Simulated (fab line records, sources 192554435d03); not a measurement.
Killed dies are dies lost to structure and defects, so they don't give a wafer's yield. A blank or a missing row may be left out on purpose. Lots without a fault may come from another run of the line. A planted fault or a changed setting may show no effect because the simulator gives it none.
Chamber matching | flow n5_finfet | N5_BEOL_M4_ALD_84 on ald_metal-03: 4 sister chambers
The step deposits TaN, pulse time 2 s, purge time 3 s, co reactant purge time 2 s. 4 wafers are shown with their chamber, then 8 later ones without.

WAFERS WITH THEIR CHAMBER
wafer  | chamber | heater_power_w (W)
L083.5 | 1       | 408
L087.4 | 2       | 389
L087.5 | 0       | 404
L088.2 | 3       | 448

WAFERS WITHOUT THEIR CHAMBER
wafer  | heater_power_w (W)
L088.5 | 460
L088.6 | 398
L092.4 | 401
L092.5 | 448
L092.6 | 398
L094.1 | 465
L094.4 | 395
L094.5 | 405

WHICH CHAMBER EACH WENT THROUGH
wafer  | from the rows above          | in truth
L088.5 | 3                            | 3
L088.6 | can't be placed: 0 or 2 or 1 | 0
L092.4 | can't be placed: 0 or 1 or 2 | 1
L092.5 | 3                            | 3
L092.6 | can't be placed: 0 or 2 or 1 | 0
L094.1 | 3                            | 3
L094.4 | can't be placed: 2 or 0 or 1 | 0
L094.5 | can't be placed: 0 or 1 or 2 | 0
Placed correctly: 3 of 8. Can't be placed from these rows: 5 (the true chamber is among the candidates in 5). Placed wrongly: 0.
How it was worked out, from the rows above alone: a wafer's distance from a chamber is the root of the sum, over the readings, of the square of ((its reading less the chamber's mean) divided by the reading's scatter). The wafer belongs to the nearest chamber; if the next one is less than 2 further off, it can't be placed. A chamber's mean is the mean of its shown wafers. The scatter: with one shown wafer a chamber, the root of the mean of the squares of how far each hidden wafer lies from its nearest shown one.
